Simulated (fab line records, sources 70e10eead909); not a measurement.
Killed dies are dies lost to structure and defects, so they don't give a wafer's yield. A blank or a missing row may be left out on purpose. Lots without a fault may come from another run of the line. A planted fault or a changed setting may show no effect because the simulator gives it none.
Which tool did it? | flow nand_harc | 24 lots, 72 wafers sampled, at 6 steps of a route of 1302

WHAT THE GAUGES READ, wafer by wafer
The record holds no reading of a measuring or inspecting step that can be judged against a usual standard deviation.

WHICH TOOL RAN EACH LOT (tool, then ch and the chambers of the sampled wafers, then the start)
lot  | NHARC_A_CHANNEL_HOLE_D2_ETCH_26  | NHARC_A_CHANNEL_FILL_D2_ALD_03                 | NHARC_A_STAIRCASE_ETCH_15                     | NHARC_A_STAIRCASE_TRIM_16                     | NHARC_A_STAIRCASE_ETCH_21                     | NHARC_A_STAIRCASE_DESCUM_186
L074 | har_etch-01 ch 0,1, day 12 13:49 | ald_sin_batch-02 ch 0, day 14 22:21 or earlier | rie_diel-08 ch 0,2,3, day 14 22:21 or earlier | rie_diel-08 ch 0,3, day 14 22:21 or earlier   | rie_diel-08 ch 1,2,3, day 14 22:21 or earlier | rie_diel-01 ch 1,2, day 14 22:21
L075 | har_etch-02 ch 0,1, day 12 14:57 | ald_sin_batch-02 ch 0, day 14 23:13 or earlier | rie_diel-07 ch 0,1,2, day 14 23:13 or earlier | rie_diel-07 ch 0,1,3, day 14 23:13 or earlier | rie_diel-07 ch 0,2,3, day 14 23:13 or earlier | rie_diel-07 ch 1,2,3, day 14 23:13
L076 | har_etch-02 ch 0, day 13 13:49   | ald_sin_batch-03 ch 0, day 16 01:23 or earlier | rie_diel-07 ch 0,1,2, day 16 01:23 or earlier | rie_diel-07 ch 1,2,3, day 16 01:23 or earlier | rie_diel-08 ch 1,2, day 16 01:23 or earlier   | rie_diel-07 ch 0,1,3, day 16 01:23
L078 | har_etch-02 ch 0,1, day 13 22:29 | ald_sin_batch-01 ch 0, day 16 09:39 or earlier | rie_diel-08 ch 1,2, day 16 09:39 or earlier   | rie_diel-08 ch 0,1,2, day 16 09:39 or earlier | rie_diel-01 ch 2,3, day 16 09:39 or earlier   | rie_diel-01 ch 1,2, day 16 09:39
L079 | har_etch-02 ch 1, day 14 08:42   | ald_sin_batch-03 ch 0, day 16 19:56 or earlier | rie_diel-01 ch 0,1,3, day 16 19:56 or earlier | rie_diel-01 ch 0,2,3, day 16 19:56 or earlier | rie_diel-07 ch 0,1,2, day 16 19:56 or earlier | rie_diel-07 ch 0,1,2, day 16 19:56
L077 | har_etch-02 ch 0,1, day 14 20:01 | ald_sin_batch-01 ch 0, day 17 05:39 or earlier | rie_diel-01 ch 1,2,3, day 17 05:39 or earlier | rie_diel-01 ch 2,3, day 17 05:39 or earlier   | rie_diel-01 ch 0,2,3, day 17 05:39 or earlier | rie_diel-08 ch 0,3, day 17 05:39
L080 | har_etch-01 ch 1, day 14 20:08   | ald_sin_batch-01 ch 0, day 17 06:41 or earlier | rie_diel-08 ch 1,2, day 17 06:41 or earlier   | rie_diel-08 ch 0,1,3, day 17 06:41 or earlier | rie_diel-01 ch 1,2, day 17 06:41 or earlier   | rie_diel-08 ch 0,3, day 17 06:41
L081 | har_etch-01 ch 0,1, day 16 05:49 | ald_sin_batch-03 ch 0, day 18 14:49 or earlier | rie_diel-08 ch 0,2,3, day 18 14:49 or earlier | rie_diel-08 ch 2,3, day 18 14:49 or earlier   | rie_diel-01 ch 1,3, day 18 14:49 or earlier   | rie_diel-08 ch 1,2, day 18 14:49
L082 | har_etch-01 ch 0,1, day 16 10:00 | ald_sin_batch-01 ch 0, day 18 20:43 or earlier | rie_diel-01 ch 1,2,3, day 18 20:43 or earlier | rie_diel-01 ch 0,1,3, day 18 20:43 or earlier | rie_diel-07 ch 0,1,2, day 18 20:43 or earlier | rie_diel-08 ch 0,1,3, day 18 20:43
L083 | har_etch-01 ch 0,1, day 16 14:08 | ald_sin_batch-01 ch 0, day 18 20:32 or earlier | rie_diel-08 ch 1,2,3, day 18 20:32 or earlier | rie_diel-08 ch 0,1,3, day 18 20:32 or earlier | rie_diel-07 ch 0,3, day 18 20:32 or earlier   | rie_diel-01 ch 0,2,3, day 18 20:32
L084 | har_etch-02 ch 0,1, day 16 22:26 | ald_sin_batch-01 ch 0, day 19 08:20 or earlier | rie_diel-08 ch 0,1,3, day 19 08:20 or earlier | rie_diel-08 ch 0,2,3, day 19 08:20 or earlier | rie_diel-01 ch 0,2,3, day 19 08:20 or earlier | rie_diel-07 ch 0,2,3, day 19 08:20
L085 | har_etch-01 ch 0,1, day 16 22:27 | ald_sin_batch-01 ch 0, day 19 09:03 or earlier | rie_diel-08 ch 0,1,3, day 19 09:03 or earlier | rie_diel-08 ch 0,1, day 19 09:03 or earlier   | rie_diel-08 ch 1,2, day 19 09:03 or earlier   | rie_diel-01 ch 0,2,3, day 19 09:03
L087 | har_etch-02 ch 0,1, day 17 17:19 | ald_sin_batch-01 ch 0, day 20 03:39 or earlier | rie_diel-01 ch 0,1,2, day 20 03:39 or earlier | rie_diel-01 ch 1,2,3, day 20 03:39 or earlier | rie_diel-07 ch 0,1,2, day 20 03:39 or earlier | rie_diel-08 ch 0,1,3, day 20 03:39
L086 | har_etch-01 ch 1, day 17 19:13   | ald_sin_batch-01 ch 0, day 20 01:39 or earlier | rie_diel-08 ch 0,1,2, day 20 01:39 or earlier | rie_diel-08 ch 0,2,3, day 20 01:39 or earlier | rie_diel-08 ch 0,1,3, day 20 01:39 or earlier | rie_diel-01 ch 2,3, day 20 01:39
L088 | har_etch-02 ch 1, day 18 06:02   | ald_sin_batch-01 ch 0, day 20 17:08 or earlier | rie_diel-08 ch 1,3, day 20 17:08 or earlier   | rie_diel-08 ch 1,2, day 20 17:08 or earlier   | rie_diel-08 ch 0,3, day 20 17:08 or earlier   | rie_diel-01 ch 0,1,3, day 20 17:08
L089 | har_etch-01 ch 0,1, day 18 06:28 | ald_sin_batch-01 ch 0, day 20 17:19 or earlier | rie_diel-07 ch 0,3, day 20 17:19 or earlier   | rie_diel-07 ch 2,3, day 20 17:19 or earlier   | rie_diel-01 ch 0,2,3, day 20 17:19 or earlier | rie_diel-08 ch 1,2,3, day 20 17:19
L090 | har_etch-02 ch 0,1, day 18 19:49 | ald_sin_batch-03 ch 0, day 21 07:19 or earlier | rie_diel-08 ch 1,3, day 21 07:19 or earlier   | rie_diel-08 ch 1,2, day 21 07:19 or earlier   | rie_diel-07 ch 0,2,3, day 21 07:19 or earlier | rie_diel-01 ch 1,3, day 21 07:19
L091 | har_etch-01 ch 0,1, day 19 09:49 | ald_sin_batch-01 ch 0, day 22 01:02 or earlier | rie_diel-07 ch 0,1,2, day 22 01:02 or earlier | rie_diel-07 ch 1,2, day 22 01:02 or earlier   | rie_diel-01 ch 1,2,3, day 22 01:02 or earlier | rie_diel-08 ch 0,3, day 22 01:02
L092 | har_etch-02 ch 0,1, day 19 12:02 | ald_sin_batch-01 ch 0, day 22 00:07 or earlier | rie_diel-08 ch 0,3, day 22 00:07 or earlier   | rie_diel-08 ch 2,3, day 22 00:07 or earlier   | rie_diel-08 ch 0,1,3, day 22 00:07 or earlier | rie_diel-08 ch 0,1, day 22 00:07
L094 | har_etch-01 ch 0,1, day 20 14:17 | ald_sin_batch-02 ch 0, day 23 05:38 or earlier | rie_diel-01 ch 2,3, day 23 05:38 or earlier   | rie_diel-01 ch 0,1,2, day 23 05:38 or earlier | rie_diel-01 ch 0,1, day 23 05:38 or earlier   | rie_diel-08 ch 1,2,3, day 23 05:38
L093 | har_etch-02 ch 0,1, day 20 17:04 | ald_sin_batch-01 ch 0, day 23 09:28 or earlier | rie_diel-08 ch 1,2,3, day 23 09:28 or earlier | rie_diel-08 ch 2,3, day 23 09:28 or earlier   | rie_diel-07 ch 1,3, day 23 09:28 or earlier   | rie_diel-08 ch 1,2, day 23 09:28
L095 | har_etch-01 ch 0,1, day 21 10:37 | ald_sin_batch-02 ch 0, day 23 21:31 or earlier | rie_diel-08 ch 1,2,3, day 23 21:31 or earlier | rie_diel-08 ch 0,1,2, day 23 21:31 or earlier | rie_diel-08 ch 0,1,2, day 23 21:31 or earlier | rie_diel-07 ch 1,2,3, day 23 21:31
L096 | har_etch-02 ch 0,1, day 21 10:44 | ald_sin_batch-02 ch 0, day 23 21:56 or earlier | rie_diel-07 ch 1,2,3, day 23 21:56 or earlier | rie_diel-07 ch 0,1,2, day 23 21:56 or earlier | rie_diel-08 ch 1,2,3, day 23 21:56 or earlier | rie_diel-01 ch 0,2,3, day 23 21:56
L097 | har_etch-01 ch 1, day 21 23:46   | ald_sin_batch-02 ch 0, day 24 09:21 or earlier | rie_diel-08 ch 0,1,3, day 24 09:21 or earlier | rie_diel-08 ch 0,1,2, day 24 09:21 or earlier | rie_diel-01 ch 1,2,3, day 24 09:21 or earlier | rie_diel-01 ch 0,1,3, day 24 09:21
- NHARC_A_CHANNEL_HOLE_D2_ETCH_26: etches the open film in C4F8/O2/Ar, time 224.1 s, target depth 300 nm.
- NHARC_A_CHANNEL_FILL_D2_ALD_03: deposits SiNx, target thk 6 nm, pulse time 60 s, ald cycles 58.
- NHARC_A_STAIRCASE_ETCH_15: etches the open film in C4F8/O2, target depth 100 nm, time 40.5 s.
- NHARC_A_STAIRCASE_TRIM_16: chemistry O2, time 211.2 s.
- NHARC_A_STAIRCASE_ETCH_21: etches the open film in C4F8/O2, target depth 100 nm, time 40.5 s.
- NHARC_A_STAIRCASE_DESCUM_186: chemistry O2, time 3 s.

WHAT THE TOOLS THEMSELVES READ (means of the sampled wafers that have a number; where no wafer has one, the mark that the record gives instead)
NHARC_A_CHANNEL_HOLE_D2_ETCH_26.
lot  | tool        | drypump_motor_current_A (A) | showerhead_plenum_p_Torr (Torr) | temp_c (C) | throttle_valve_pct (%)
L074 | har_etch-01 | 6.46                        | 3.69                            | -20.04     | 24.577
L075 | har_etch-02 | 6.34                        | 3.47                            | -20.05     | 24.581
L076 | har_etch-02 | 6.49                        | 3.49                            | -19.92     | 24.585
L078 | har_etch-02 | 6.16                        | 3.82                            | -19.98     | 24.587
L079 | har_etch-02 | 5.99                        | 3.99                            | -19.98     | 24.583
L077 | har_etch-02 | 6.15                        | 3.82                            | -19.94     | 24.581
L080 | har_etch-01 | 6.51                        | 3.62                            | -19.95     | 24.588
L081 | har_etch-01 | 6.51                        | 3.64                            | -19.98     | 24.580
L082 | har_etch-01 | 6.51                        | 3.64                            | -20.03     | 24.586
L083 | har_etch-01 | 6.47                        | 3.66                            | -20.04     | 24.590
L084 | har_etch-02 | 6.14                        | 3.98                            | -20.04     | 24.587
L085 | har_etch-01 | 6.47                        | 3.65                            | -19.89     | 24.592
L087 | har_etch-02 | 6.33                        | 3.97                            | -20.06     | 24.578
L086 | har_etch-01 | 6.50                        | 3.59                            | -19.95     | 24.580
L088 | har_etch-02 | 6.00                        | 3.96                            | -20.03     | 24.577
L089 | har_etch-01 | 6.48                        | 3.64                            | -20.04     | 24.587
L090 | har_etch-02 | 6.16                        | 3.96                            | -19.99     | 24.585
L091 | har_etch-01 | 6.47                        | 3.61                            | -20.11     | 24.575
L092 | har_etch-02 | 6.31                        | 3.95                            | -19.95     | 24.585
L094 | har_etch-01 | 6.48                        | 3.62                            | -19.99     | 24.593
L093 | har_etch-02 | 6.29                        | 3.95                            | -20.02     | 24.581
L095 | har_etch-01 | 6.48                        | 3.62                            | -19.97     | 24.574
L096 | har_etch-02 | 6.15                        | 3.94                            | -20.12     | 24.589
L097 | har_etch-01 | 6.51                        | 3.56                            | -19.99     | 24.586

NHARC_A_CHANNEL_FILL_D2_ALD_03.
lot  | tool             | chamber_pressure_Torr (Torr) | precursor_pulse_height_rel
L074 | ald_sin_batch-02 | 1.998                        | 0.991
L075 | ald_sin_batch-02 | 2.002                        | 0.981
L076 | ald_sin_batch-03 | 2.001                        | 0.983
L078 | ald_sin_batch-01 | 1.995                        | 1.012
L079 | ald_sin_batch-03 | 2.004                        | 0.993
L077 | ald_sin_batch-01 | 2.005                        | 0.990
L080 | ald_sin_batch-01 | 2.002                        | 0.999
L081 | ald_sin_batch-03 | 1.997                        | 0.998
L082 | ald_sin_batch-01 | 2.001                        | 0.987
L083 | ald_sin_batch-01 | 1.999                        | 1.007
L084 | ald_sin_batch-01 | 1.996                        | 1.007
L085 | ald_sin_batch-01 | 2.001                        | 0.986
L087 | ald_sin_batch-01 | 1.993                        | 0.995
L086 | ald_sin_batch-01 | 1.997                        | 0.996
L088 | ald_sin_batch-01 | 2.004                        | 1.004
L089 | ald_sin_batch-01 | 2.001                        | 1.004
L090 | ald_sin_batch-03 | 2.000                        | 1.006
L091 | ald_sin_batch-01 | 2.001                        | 1.020
L092 | ald_sin_batch-01 | 2.004                        | 0.982
L094 | ald_sin_batch-02 | 1.998                        | 0.989
L093 | ald_sin_batch-01 | 1.999                        | 0.981
L095 | ald_sin_batch-02 | 2.006                        | 1.000
L096 | ald_sin_batch-02 | 2.003                        | 0.997
L097 | ald_sin_batch-02 | 2.000                        | 1.000

NHARC_A_STAIRCASE_ETCH_15.
lot  | tool        | oes_product_au (a.u.) | rf_vpp_V (V)
L074 | rie_diel-08 | 0.945                 | 893
L075 | rie_diel-07 | 0.943                 | 902
L076 | rie_diel-07 | 0.943                 | 902
L078 | rie_diel-08 | 0.932                 | 892
L079 | rie_diel-01 | 0.950                 | 894
L077 | rie_diel-01 | 0.949                 | 896
L080 | rie_diel-08 | 0.932                 | 893
L081 | rie_diel-08 | 0.954                 | 893
L082 | rie_diel-01 | 0.935                 | 895
L083 | rie_diel-08 | 0.956                 | 891
L084 | rie_diel-08 | 0.938                 | 894
L085 | rie_diel-08 | 0.932                 | 894
L087 | rie_diel-01 | 0.940                 | 894
L086 | rie_diel-08 | 0.945                 | 893
L088 | rie_diel-08 | 0.953                 | 891
L089 | rie_diel-07 | 0.933                 | 897
L090 | rie_diel-08 | 0.949                 | 891
L091 | rie_diel-07 | 0.942                 | 901
L092 | rie_diel-08 | 0.954                 | 892
L094 | rie_diel-01 | 0.944                 | 900
L093 | rie_diel-08 | 0.927                 | 891
L095 | rie_diel-08 | 0.942                 | 890
L096 | rie_diel-07 | 0.942                 | 898
L097 | rie_diel-08 | 0.945                 | 893

NHARC_A_STAIRCASE_TRIM_16.
lot  | tool        | drypump_motor_current_A (A) | oes_product_au (a.u.) | rf_vpp_V (V) | showerhead_plenum_p_Torr (Torr) | throttle_valve_pct (%)
L074 | rie_diel-08 | 5.5                         | 1.003                 | 58.3         | 3.48                            | 17.025
L075 | rie_diel-07 | 5.1                         | 0.993                 | 57.2         | 3.62                            | 17.042
L076 | rie_diel-07 | 5.5                         | 1.018                 | 58.5         | 3.61                            | 17.038
L078 | rie_diel-08 | 5.6                         | 1.002                 | 57.3         | 3.47                            | 17.041
L079 | rie_diel-01 | 5.5                         | 0.999                 | 57.6         | 3.61                            | 17.034
L077 | rie_diel-01 | 5.7                         | 1.004                 | 57.8         | 3.66                            | 17.037
L080 | rie_diel-08 | 5.5                         | 1.003                 | 58.1         | 3.48                            | 17.032
L081 | rie_diel-08 | 5.9                         | 1.005                 | 56.7         | 3.38                            | 17.041
L082 | rie_diel-01 | 5.4                         | 1.000                 | 57.2         | 3.46                            | 17.037
L083 | rie_diel-08 | 5.5                         | 1.004                 | 57.2         | 3.47                            | 17.038
L084 | rie_diel-08 | 5.6                         | 1.008                 | 58.5         | 3.44                            | 17.035
L085 | rie_diel-08 | 5.4                         | 0.992                 | 57.1         | 3.48                            | 17.036
L087 | rie_diel-01 | 5.7                         | 0.999                 | 58.4         | 3.53                            | 17.041
L086 | rie_diel-08 | 5.7                         | 1.002                 | 58.0         | 3.44                            | 17.036
L088 | rie_diel-08 | 5.9                         | 0.988                 | 56.7         | 3.37                            | 17.033
L089 | rie_diel-07 | 5.6                         | 0.995                 | 57.6         | 3.55                            | 17.029
L090 | rie_diel-08 | 5.8                         | 0.992                 | 57.0         | 3.39                            | 17.035
L091 | rie_diel-07 | 5.8                         | 0.991                 | 58.2         | 3.72                            | 17.037
L092 | rie_diel-08 | 5.9                         | 1.012                 | 57.6         | 3.36                            | 17.033
L094 | rie_diel-01 | 5.6                         | 1.003                 | 57.8         | 3.47                            | 17.042
L093 | rie_diel-08 | 6.0                         | 1.007                 | 57.0         | 3.35                            | 17.038
L095 | rie_diel-08 | 5.6                         | 0.996                 | 57.3         | 3.44                            | 17.037
L096 | rie_diel-07 | 5.5                         | 0.999                 | 58.4         | 3.66                            | 17.031
L097 | rie_diel-08 | 5.6                         | 1.005                 | 58.8         | 3.43                            | 17.034

NHARC_A_STAIRCASE_ETCH_21.
lot  | tool        | oes_product_au (a.u.) | rf_vpp_V (V)
L074 | rie_diel-08 | 0.946                 | 891
L075 | rie_diel-07 | 0.947                 | 896
L076 | rie_diel-08 | 0.954                 | 892
L078 | rie_diel-01 | 0.977                 | 901
L079 | rie_diel-07 | 0.927                 | 902
L077 | rie_diel-01 | 0.948                 | 900
L080 | rie_diel-01 | 0.976                 | 897
L081 | rie_diel-01 | 0.971                 | 891
L082 | rie_diel-07 | 0.954                 | 902
L083 | rie_diel-07 | 0.976                 | 894
L084 | rie_diel-01 | 0.972                 | 898
L085 | rie_diel-08 | 0.951                 | 891
L087 | rie_diel-07 | 0.956                 | 902
L086 | rie_diel-08 | 0.951                 | 894
L088 | rie_diel-08 | 0.948                 | 896
L089 | rie_diel-01 | 0.934                 | 898
L090 | rie_diel-07 | 0.960                 | 896
L091 | rie_diel-01 | 0.966                 | 896
L092 | rie_diel-08 | 0.937                 | 894
L094 | rie_diel-01 | 0.939                 | 888
L093 | rie_diel-07 | 0.938                 | 900
L095 | rie_diel-08 | 0.951                 | 892
L096 | rie_diel-08 | 0.938                 | 891
L097 | rie_diel-01 | 0.981                 | 903

NHARC_A_STAIRCASE_DESCUM_186.
lot  | tool        | drypump_motor_current_A (A) | oes_product_au (a.u.) | rf_vpp_V (V) | showerhead_plenum_p_Torr (Torr) | throttle_valve_pct (%)
L074 | rie_diel-01 | 5.8                         | 1.006                 | 57.2         | 1.86                            | 11.305
L075 | rie_diel-07 | 5.5                         | 1.008                 | 58.5         | 1.96                            | 11.310
L076 | rie_diel-07 | 5.1                         | 1.005                 | 58.5         | 1.96                            | 11.307
L078 | rie_diel-01 | 5.8                         | 0.999                 | 56.7         | 1.86                            | 11.300
L079 | rie_diel-07 | 5.5                         | 1.005                 | 58.5         | 2.01                            | 11.313
L077 | rie_diel-08 | 5.3                         | 1.007                 | 58.0         | 1.91                            | 11.311
L080 | rie_diel-08 | 5.2                         | 1.009                 | 57.8         | 1.91                            | 11.310
L081 | rie_diel-08 | 5.8                         | 0.994                 | 56.8         | 1.84                            | 11.316
L082 | rie_diel-08 | 5.4                         | 0.990                 | 57.4         | 1.88                            | 11.308
L083 | rie_diel-01 | 5.4                         | 1.004                 | 56.9         | 1.95                            | 11.319
L084 | rie_diel-07 | 5.2                         | 0.997                 | 58.1         | 1.92                            | 11.306
L085 | rie_diel-01 | 5.4                         | 0.994                 | 58.0         | 1.95                            | 11.318
L087 | rie_diel-08 | 5.5                         | 1.001                 | 56.8         | 1.87                            | 11.307
L086 | rie_diel-01 | 5.6                         | 1.002                 | 58.7         | 1.98                            | 11.309
L088 | rie_diel-01 | 5.4                         | 1.000                 | 56.6         | 1.87                            | 11.307
L089 | rie_diel-08 | 5.8                         | 0.991                 | 57.9         | 1.83                            | 11.314
L090 | rie_diel-01 | 5.7                         | 1.003                 | 57.7         | 1.84                            | 11.314
L091 | rie_diel-08 | 5.5                         | 1.001                 | 57.3         | 1.87                            | 11.311
L092 | rie_diel-08 | 5.4                         | 0.998                 | 56.8         | 1.88                            | 11.321
L094 | rie_diel-08 | 5.8                         | 1.006                 | 56.7         | 1.83                            | 11.312
L093 | rie_diel-08 | 5.8                         | 1.000                 | 57.4         | 1.83                            | 11.317
L095 | rie_diel-07 | 5.5                         | 0.993                 | 57.7         | 1.94                            | 11.307
L096 | rie_diel-01 | 5.4                         | 0.997                 | 57.5         | 1.94                            | 11.313
L097 | rie_diel-01 | 5.4                         | 1.006                 | 57.4         | 1.96                            | 11.322

THE ANSWER, worked out from the rows above alone
Rule: what is usual is taken from the lots themselves. Put in order of their means at a reading, lots are off if they are a third of the lots or fewer, leave a main group of 4 or more, and stand apart from it by a gap of 3 or more times the standard deviation of the main group's means; of several such gaps the widest counts. A main group whose means are all the same, to the digits that the tables above print for the reading, isn't used. A lot without any number at a reading at which 4 lots or more have one is off too. The other lots that the step has rows for count as sound. The gauges are gone through in route order, then the tools' own readings, and for those a lot's mean is taken as printed above. The first step at which some lot is off is used, and at that step the reading that is off furthest; a lot without a number counts as furthest.
No lot is off at any reading shown: from this, nothing can be told.

WHAT THE SIMULATOR HAD PUT IN
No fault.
